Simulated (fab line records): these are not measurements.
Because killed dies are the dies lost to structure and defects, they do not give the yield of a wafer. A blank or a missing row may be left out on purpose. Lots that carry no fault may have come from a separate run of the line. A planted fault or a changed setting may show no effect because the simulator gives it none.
Matching of chambers || flow n5_finfet || 4 sister chambers for N5_GATE_CUT_STRIP_59 on rie_diel-02
The step strips in N2/H2, time 20 s. 4 wafers are shown with their chamber, then 8 later ones without.

== EACH WAFER AND ITS CHAMBER ==
{"wafer": "L087.1", "chamber": 3, "drypump_motor_current_A (A)": 6.2}
{"wafer": "L087.2", "chamber": 0, "drypump_motor_current_A (A)": 5.6}
{"wafer": "L087.3", "chamber": 1, "drypump_motor_current_A (A)": 5.2}
{"wafer": "L088.1", "chamber": 2, "drypump_motor_current_A (A)": 6.5}

== WAFERS WITHOUT THEIR CHAMBER ==
{"wafer": "L088.4", "drypump_motor_current_A (A)": 5.2}
{"wafer": "L088.6", "drypump_motor_current_A (A)": 6.5}
{"wafer": "L095.2", "drypump_motor_current_A (A)": 5.6}
{"wafer": "L095.3", "drypump_motor_current_A (A)": 6.4}
{"wafer": "L095.4", "drypump_motor_current_A (A)": 5.2}
{"wafer": "L092.4", "drypump_motor_current_A (A)": 5.2}
{"wafer": "L092.5", "drypump_motor_current_A (A)": 5.2}
{"wafer": "L092.6", "drypump_motor_current_A (A)": 6.4}

== THE CHAMBER EACH PASSED THROUGH ==
{"wafer": "L088.4", "from the rows above": 1, "in truth": 1}
{"wafer": "L088.6", "from the rows above": 2, "in truth": 2}
{"wafer": "L095.2", "from the rows above": 0, "in truth": 0}
{"wafer": "L095.3", "from the rows above": 2, "in truth": 2}
{"wafer": "L095.4", "from the rows above": 1, "in truth": 1}
{"wafer": "L092.4", "from the rows above": 1, "in truth": 1}
{"wafer": "L092.5", "from the rows above": 1, "in truth": 1}
{"wafer": "L092.6", "from the rows above": 2, "in truth": 2}
Placed correctly: 8 of 8. Left unplaced by these rows: 0. Placed wrongly: 0.
How it was worked out, from the rows above alone: a wafer's distance from a chamber is the root of the sum, over the readings, of the square of ((its reading less the chamber's mean) divided by the reading's scatter). The wafer belongs to the nearest chamber; if the next one is less than 2 further off, it can't be placed. For every chamber, the mean is computed from those of its wafers that are shown. The scatter: with one shown wafer a chamber, the root of the mean of the squares of how far each hidden wafer lies from its nearest shown one.
